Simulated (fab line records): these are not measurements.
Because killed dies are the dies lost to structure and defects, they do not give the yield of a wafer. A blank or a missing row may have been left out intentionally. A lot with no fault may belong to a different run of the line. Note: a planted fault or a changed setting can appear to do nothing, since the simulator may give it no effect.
Which tool is to blame? + flow nand_harc + 12 lots with 36 wafers sampled at 6 steps, on a route of 1159 steps

## WHAT EACH GAUGE READ, for each wafer
NHARC_P_GATE_CD_MEAS_59 targets a cd of 720 nm.
| lot  | measured     | on        | cd_nm (nm)        |
|------|--------------|-----------|-------------------|
| L150 | day 6 01:37  | cd_sem-02 | 719.6 716.7 718.4 |
| L151 | day 6 02:55  | cd_sem-01 | 719.6 723.9 722.5 |
| L153 | day 6 07:59  | cd_sem-01 | 719.7 722.2 721.2 |
| L152 | day 6 08:14  | cd_sem-02 | 718.9 720.4 719.6 |
| L156 | day 7 01:59  | cd_sem-03 | 719.5 718.2 722.4 |
| L154 | day 7 02:31  | cd_sem-03 | 720.0 722.4 723.4 |
| L157 | day 7 13:05  | cd_sem-02 | 719.4 719.1 723.5 |
| L158 | day 7 13:34  | cd_sem-02 | 720.0 721.1 717.0 |
| L159 | day 8 14:29  | cd_sem-03 | 714.8 715.1 717.9 |
| L167 | day 9 20:15  | cd_sem-01 | 645.9 646.3 651.9 |
| L166 | day 9 21:19  | cd_sem-02 | 649.9 649.4 647.3 |
| L170 | day 10 20:42 | cd_sem-01 | 719.6 719.7 718.7 |

NHARC_END_SORT_01.
| lot  | measured     | on        | killed_at_array | killed_at_other | killed_at_periphery | killed_dies | killed_open | killed_short |
|------|--------------|-----------|-----------------|-----------------|---------------------|-------------|-------------|--------------|
| L159 | day 22 05:23 | prober-01 | 39 33 48        | 0 0 0           | 1 0 3               | 40 33 51    | 3 1 2       | 1 0 3        |
| L167 | day 23 20:45 | prober-02 | 23 16 21        | 0 0 0           | 9 7 13              | 32 23 34    | 3 2 2       | 4 2 2        |
| L166 | day 24 02:55 | prober-02 | 31 28 34        | 0 0 0           | 11 9 5              | 42 37 39    | 1 3 4       | 0 1 2        |

## WHAT TOOL EACH LOT RAN ON (gives the tool, then ch and the chambers of the sampled wafers, and finally the start)
| lot  | NHARC_P_GATE_ETCH_32            | NHARC_P_GATE_DESCUM_48            | NHARC_P_GATE_PEB_57               | NHARC_P_GATE_STRIP_76                |
|------|---------------------------------|-----------------------------------|-----------------------------------|--------------------------------------|
| L150 | rie_si-04 ch 1,2,3, day 5 12:23 | rie_diel-02 ch 0,2,3, day 6 00:03 | litho_track-02 ch 0, day 6 01:32  | plasma_asher-02 ch 0,1, day 6 02:27  |
| L151 | rie_si-02 ch 1,3, day 5 13:56   | rie_diel-08 ch 1,2, day 6 01:28   | litho_track-05 ch 0, day 6 02:50  | plasma_asher-02 ch 0,1, day 6 03:43  |
| L153 | rie_si-02 ch 0,2,3, day 5 19:01 | rie_diel-02 ch 0,1,2, day 6 06:24 | litho_track-05 ch 0, day 6 07:54  | plasma_asher-01 ch 0,1, day 6 08:47  |
| L152 | rie_si-04 ch 0,1,3, day 5 19:29 | rie_diel-04 ch 0,2,3, day 6 06:48 | litho_track-02 ch 0, day 6 08:09  | plasma_asher-02 ch 0,1, day 6 09:03  |
| L156 | rie_si-06 ch 0,1,2, day 6 12:58 | rie_diel-02 ch 0,1,2, day 7 00:25 | litho_track-07 ch 0, day 7 01:54  | plasma_asher-01 ch 0,1, day 7 02:46  |
| L154 | rie_si-02 ch 0,1,2, day 6 13:34 | rie_diel-02 ch 1,2, day 7 01:02   | litho_track-07 ch 0, day 7 02:25  | plasma_asher-02 ch 0,1, day 7 03:19  |
| L157 | rie_si-02 ch 0,3, day 7 00:10   | rie_diel-04 ch 0,1,3, day 7 11:38 | litho_track-07 ch 0, day 7 12:59  | plasma_asher-01 ch 0,1, day 7 13:53  |
| L158 | rie_si-06 ch 0,1,3, day 7 00:10 | rie_diel-04 ch 0,1, day 7 11:48   | litho_track-02 ch 0, day 7 13:29  | plasma_asher-02 ch 0, day 7 14:23    |
| L159 | rie_si-06 ch 0,1, day 8 01:07   | rie_diel-08 ch 0,2,3, day 8 12:49 | litho_track-02 ch 0, day 8 14:23  | plasma_asher-01 ch 0,1, day 8 15:17  |
| L167 | rie_si-02 ch 1,2,3, day 9 07:11 | rie_diel-02 ch 1,2, day 9 18:39   | litho_track-05 ch 0, day 9 20:09  | plasma_asher-01 ch 0,1, day 9 21:04  |
| L166 | rie_si-04 ch 1,2, day 9 08:28   | rie_diel-02 ch 0,2, day 9 19:47   | litho_track-05 ch 0, day 9 21:13  | plasma_asher-01 ch 0,1, day 9 22:06  |
| L170 | rie_si-04 ch 2,3, day 10 07:46  | rie_diel-02 ch 0,3, day 10 19:07  | litho_track-02 ch 0, day 10 20:37 | plasma_asher-01 ch 0,1, day 10 21:31 |
- NHARC_P_GATE_ETCH_32: etches the open film in HBr/Cl2, target depth 150 nm, time 100.1 s.
- NHARC_P_GATE_DESCUM_48: chemistry O2, time 3 s.
- NHARC_P_GATE_PEB_57: peb time 85 s.
- NHARC_P_GATE_STRIP_76: strips in O2.

## AS READ BY THE TOOLS THEMSELVES (means over the sampled wafers that have a number; for cases with no such wafer, the mark the record gives instead)
NHARC_P_GATE_ETCH_32.
| lot  | tool      | drypump_motor_current_A (A) | oes_product_au (a.u.) | throttle_valve_pct (%) |
|------|-----------|-----------------------------|-----------------------|------------------------|
| L150 | rie_si-04 | 6.2                         | 0.995                 | 26.406                 |
| L151 | rie_si-02 | 5.5                         | 0.993                 | 26.406                 |
| L153 | rie_si-02 | 5.6                         | 1.001                 | 26.395                 |
| L152 | rie_si-04 | 6.1                         | 0.987                 | 26.397                 |
| L156 | rie_si-06 | 5.2                         | 1.002                 | 26.402                 |
| L154 | rie_si-02 | 5.6                         | 1.002                 | 26.416                 |
| L157 | rie_si-02 | 5.8                         | 0.998                 | 26.402                 |
| L158 | rie_si-06 | 5.4                         | 0.991                 | 26.407                 |
| L159 | rie_si-06 | 5.1                         | 1.001                 | 26.410                 |
| L167 | rie_si-02 | 5.4                         | 0.998                 | 26.404                 |
| L166 | rie_si-04 | 6.2                         | 0.994                 | 26.412                 |
| L170 | rie_si-04 | 6.2                         | 0.995                 | 26.397                 |

NHARC_P_GATE_DESCUM_48.
| lot  | tool        | drypump_motor_current_A (A) | oes_product_au (a.u.) | rf_vpp_V (V) | showerhead_plenum_p_Torr (Torr) | throttle_valve_pct (%) |
|------|-------------|-----------------------------|-----------------------|--------------|---------------------------------|------------------------|
| L150 | rie_diel-02 | 5.6                         | 0.986                 | 57.3         | 1.93                            | 11.317                 |
| L151 | rie_diel-08 | 5.6                         | 0.993                 | 58.1         | 2.04                            | 11.309                 |
| L153 | rie_diel-02 | 5.7                         | 0.998                 | 58.9         | 1.94                            | 11.306                 |
| L152 | rie_diel-04 | 5.8                         | 0.996                 | 58.3         | 1.94                            | 11.314                 |
| L156 | rie_diel-02 | 5.7                         | 0.987                 | 57.2         | 1.94                            | 11.318                 |
| L154 | rie_diel-02 | 5.9                         | 0.984                 | 57.4         | 1.92                            | 11.307                 |
| L157 | rie_diel-04 | 5.6                         | 0.994                 | 58.6         | 1.95                            | 11.305                 |
| L158 | rie_diel-04 | 5.6                         | 1.006                 | 57.4         | 1.96                            | 11.311                 |
| L159 | rie_diel-08 | 5.6                         | 1.006                 | 58.1         | 1.97                            | 11.313                 |
| L167 | rie_diel-02 | 5.9                         | 0.988                 | 58.9         | 1.92                            | 11.315                 |
| L166 | rie_diel-02 | 5.7                         | 0.983                 | 57.4         | 1.91                            | 11.309                 |
| L170 | rie_diel-02 | 5.2                         | 0.998                 | 57.9         | 1.95                            | 11.316                 |

NHARC_P_GATE_PEB_57.
| lot  | tool           | heater_power_total_W (W) | plate_temp_C (C) | resist_line_temp_C (C) |
|------|----------------|--------------------------|------------------|------------------------|
| L150 | litho_track-02 | 163.90                   | 118.16           | 22.88                  |
| L151 | litho_track-05 | 163.89                   | 117.85           | 23.15                  |
| L153 | litho_track-05 | 164.25                   | 117.71           | 23.05                  |
| L152 | litho_track-02 | 163.94                   | 118.00           | 23.03                  |
| L156 | litho_track-07 | 164.13                   | 118.01           | 22.94                  |
| L154 | litho_track-07 | 164.17                   | 118.13           | 23.01                  |
| L157 | litho_track-07 | 163.75                   | 118.03           | 22.99                  |
| L158 | litho_track-02 | 164.14                   | 118.16           | 23.02                  |
| L159 | litho_track-02 | 163.93                   | 118.11           | 22.91                  |
| L167 | litho_track-05 | 133.16                   | 101.29           | 22.98                  |
| L166 | litho_track-05 | 133.28                   | 101.16           | 22.84                  |
| L170 | litho_track-02 | 163.82                   | 118.11           | 22.89                  |

NHARC_P_GATE_STRIP_76.
| lot  | tool            | drypump_motor_current_A (A) | heater_power_w (W) |
|------|-----------------|-----------------------------|--------------------|
| L150 | plasma_asher-02 | 5.90                        | 305                |
| L151 | plasma_asher-02 | 5.90                        | 275                |
| L153 | plasma_asher-01 | 5.51                        | 345                |
| L152 | plasma_asher-02 | 5.88                        | 307                |
| L156 | plasma_asher-01 | 5.49                        | 342                |
| L154 | plasma_asher-02 | 5.92                        | 275                |
| L157 | plasma_asher-01 | 5.59                        | 354                |
| L158 | plasma_asher-02 | 5.93                        | 240                |
| L159 | plasma_asher-01 | 5.48                        | 335                |
| L167 | plasma_asher-01 | 5.55                        | 354                |
| L166 | plasma_asher-01 | 5.48                        | 343                |
| L170 | plasma_asher-01 | 5.61                        | 351                |

## THE ANSWER, worked out from the rows above alone
Rule: the lots themselves supply what counts as usual. The widest of any qualifying gaps counts: lots, ordered by their means at a reading, are off when they make up no more than a third of the lots, leave a main group of 4 or more, and stand apart from it by 3 or more times the standard deviation of that group's means. If all means in a main group match to the digits the tables above print for the reading, that group is not used. A lot without any number at a reading at which 4 lots or more have one is off too. All remaining lots with rows at the step are treated as sound. Order of review: gauges by route order, followed by the tools' own readings, for which a lot's mean as printed above is used. At the first step where some lot is off, the reading lying furthest off is the one used; lots without a number count as furthest.
Off: L167, L166 (NHARC_P_GATE_CD_MEAS_59, cd_nm). Mean 719.8 nm and standard deviation 1.7 in the main group.
If a tool, at a process step before that reading, ran all the lots that are off and no sound lot after the first of them, it fits. Not tried: the gauges at NHARC_P_GATE_CD_MEAS_59; whatever is off there is also off at NHARC_P_GATE_PEB_57, on other tools, and gauge error can't account for it. One fits: litho_track-05 at NHARC_P_GATE_PEB_57. Its last sound lot is L153 (day 6 07:54), its first lot that is off L167 (day 9 20:09): a fault that began between those two fits.
The tool's own readings at NHARC_P_GATE_PEB_57 bear it out: on the lots that are off they differ by more than 5 times the standard deviation of the sound lots' means. heater_power_total_W reads 133.22 W there against 163.99 W on the sound lots; plate_temp_C reads 101.22 C there against 118.03 C on the sound lots.

## WHAT THE SIMULATOR HAD INSERTED
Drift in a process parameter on litho_track-05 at NHARC_P_GATE_PEB_57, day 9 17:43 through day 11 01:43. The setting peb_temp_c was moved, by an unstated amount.
Lots struck among those shown: L167, L166. The rule above reached the same finding.
